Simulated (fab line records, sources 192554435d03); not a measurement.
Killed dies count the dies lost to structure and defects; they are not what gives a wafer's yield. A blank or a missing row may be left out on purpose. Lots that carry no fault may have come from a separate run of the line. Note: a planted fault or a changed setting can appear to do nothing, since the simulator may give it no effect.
Split-lot trial / flow n5-finfet / 21 wafers read from 7 lots, route of 1938 steps

## SPLIT DETAILS
At N5_HKMG_FIN_ETCH_58 (etches SOC in N2/H2, target depth 215.8 nm, time 741 s), the setting source-w was moved away from the recipe's 875 W on 5 of the 21 wafers read, by -9.0% to +17.4%. For the rest of the wafers, this setting stayed at what the recipe calls for.

The reading comes from the split's own step.

## THE READING
rf-vpp-V, in V, at N5_HKMG_FIN_ETCH_58 (etches SOC in N2/H2, target depth 215.8 nm, time 741 s). Typical for fault-free wafers on this fab line: 99.1 V, with standard deviation 1 V.

wafer=L075.1; tool, chamber at the split=rie-diel-04, 1; source-w as run, W=875; against the recipe=recipe; rf-vpp-V, V=99.3; against lot-mates on the recipe=-
wafer=L075.4; tool, chamber at the split=rie-diel-04, 3; source-w as run, W=875; against the recipe=recipe; rf-vpp-V, V=99.8; against lot-mates on the recipe=-
wafer=L075.5; tool, chamber at the split=rie-diel-04, 2; source-w as run, W=875; against the recipe=recipe; rf-vpp-V, V=100.1; against lot-mates on the recipe=-
wafer=L079.4; tool, chamber at the split=rie-diel-04, 3; source-w as run, W=958.8; against the recipe=+9.6%; rf-vpp-V, V=96.3; against lot-mates on the recipe=-3.3
wafer=L079.5; tool, chamber at the split=rie-diel-04, 2; source-w as run, W=875; against the recipe=recipe; rf-vpp-V, V=99.6; against lot-mates on the recipe=-
wafer=L079.6; tool, chamber at the split=rie-diel-04, 3; source-w as run, W=958.8; against the recipe=+9.6%; rf-vpp-V, V=94.5; against lot-mates on the recipe=-5.1
wafer=L085.2; tool, chamber at the split=rie-diel-01, 1; source-w as run, W=875; against the recipe=recipe; rf-vpp-V, V=100.4; against lot-mates on the recipe=-
wafer=L085.3; tool, chamber at the split=rie-diel-01, 0; source-w as run, W=875; against the recipe=recipe; rf-vpp-V, V=99.1; against lot-mates on the recipe=-
wafer=L085.6; tool, chamber at the split=rie-diel-01, 1; source-w as run, W=1027; against the recipe=+17.4%; rf-vpp-V, V=92.8; against lot-mates on the recipe=-7.0
wafer=L092.2; tool, chamber at the split=rie-diel-01, 1; source-w as run, W=796.2; against the recipe=-9.0%; rf-vpp-V, V=102.4; against lot-mates on the recipe=+3.1
wafer=L092.3; tool, chamber at the split=rie-diel-01, 2; source-w as run, W=875; against the recipe=recipe; rf-vpp-V, V=99.0; against lot-mates on the recipe=-
wafer=L092.4; tool, chamber at the split=rie-diel-01, 0; source-w as run, W=875; against the recipe=recipe; rf-vpp-V, V=99.7; against lot-mates on the recipe=-
wafer=L093.4; tool, chamber at the split=rie-diel-04, 3; source-w as run, W=875; against the recipe=recipe; rf-vpp-V, V=98.8; against lot-mates on the recipe=-
wafer=L093.5; tool, chamber at the split=rie-diel-04, 0; source-w as run, W=875; against the recipe=recipe; rf-vpp-V, V=98.5; against lot-mates on the recipe=-
wafer=L093.6; tool, chamber at the split=rie-diel-04, 1; source-w as run, W=980.1; against the recipe=+12.0%; rf-vpp-V, V=94.8; against lot-mates on the recipe=-3.9
wafer=L095.1; tool, chamber at the split=rie-diel-04, 1; source-w as run, W=875; against the recipe=recipe; rf-vpp-V, V=98.9; against lot-mates on the recipe=-
wafer=L095.4; tool, chamber at the split=rie-diel-04, 3; source-w as run, W=875; against the recipe=recipe; rf-vpp-V, V=100.6; against lot-mates on the recipe=-
wafer=L095.5; tool, chamber at the split=rie-diel-04, 0; source-w as run, W=875; against the recipe=recipe; rf-vpp-V, V=96.8; against lot-mates on the recipe=-
wafer=L097.2; tool, chamber at the split=rie-diel-01, 2; source-w as run, W=875; against the recipe=recipe; rf-vpp-V, V=99.7; against lot-mates on the recipe=-
wafer=L097.3; tool, chamber at the split=rie-diel-01, 1; source-w as run, W=875; against the recipe=recipe; rf-vpp-V, V=100.1; against lot-mates on the recipe=-
wafer=L097.5; tool, chamber at the split=rie-diel-01, 1; source-w as run, W=875; against the recipe=recipe; rf-vpp-V, V=99.8; against lot-mates on the recipe=-

FIT RESULTS
A straight line over all 21 wafers: rf-vpp-V changes by -0.381 V for each +1% of source-w; r = -0.93; the points scatter about the line by 0.87 V.
The same after taking each lot's own level away (the mean of its wafers on the recipe; 21 wafers): -0.384 V for each +1%; r = -0.94; scatter 0.79 V.
That fit puts the effect of the largest move of source-w on the reading at 6.7 V.
The lots' own levels span 98.65 to 99.87 V, that is 1.2 times the standard deviation above.
The two slopes are in agreement: the lot-to-lot level therefore moves the slope only a little.
Check: for one of the wafers moved furthest among these (+17.4%), held out of the fit, the line's prediction against its lot-mates is -6.55 V. It came out at -6.95 V against them.
Tool readings at the split's step, against how far the setting was moved: rf-vpp-V r = -0.93.

## OTHER SPLITS ON THESE WAFERS
These wafers also went through other splits before the reading. Each is held against what the fit with the lots' levels taken away leaves over:
other split on the same wafers=N5_SD_EPI_P_PEB_07 peb-time-s; wafers away from the commonest value=11; r with rf-vpp-V (lot level and that fit taken away)=-0.09
other split on the same wafers=N5_HKMG_FIN_EXPOSE_46 dose-mj; wafers away from the commonest value=8; r with rf-vpp-V (lot level and that fit taken away)=+0.09
other split on the same wafers=N5_HKMG_FIN_ETCH_54 cf4-flow-sccm; wafers away from the commonest value=8; r with rf-vpp-V (lot level and that fit taken away)=+0.20

## THE WHOLE CHAIN: every reading that the file lists as answering this split, in the file's order
step=N5_HKMG_FIN_ETCH_58; what it does=etches SOC in N2/H2, target depth 215.8 nm, time 741 s; reading=rf-vpp-V; change (the file's fit)=-0.379 V for each +1% of the setting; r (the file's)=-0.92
step=N5_HKMG_FIN_ETCH_58; what it does=etches SOC in N2/H2, target depth 215.8 nm, time 741 s; reading=HKMG_FIN.feature-depth-nm (the simulator's own value, which no gauge read); change (the file's fit)=+1.91 nm for each +1% of the setting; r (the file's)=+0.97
step=N5_HKMG_FIN_ETCH_58; what it does=etches SOC in N2/H2, target depth 215.8 nm, time 741 s; reading=etch.depth-nm (the simulator's own value, which no gauge read); change (the file's fit)=+1.91 nm for each +1% of the setting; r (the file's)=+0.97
step=N5_HKMG_FIN_ETCH_58; what it does=etches SOC in N2/H2, target depth 215.8 nm, time 741 s; reading=SOC_of_HKMG_FIN_COAT_41.thk-nm (the simulator's own value, which no gauge read); change (the file's fit)=-1.93 nm for each +1% of the setting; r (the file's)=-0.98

## FILE'S OWN FIT
rf-vpp-V changes by -0.379 V for each +1% of source-w, r = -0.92.
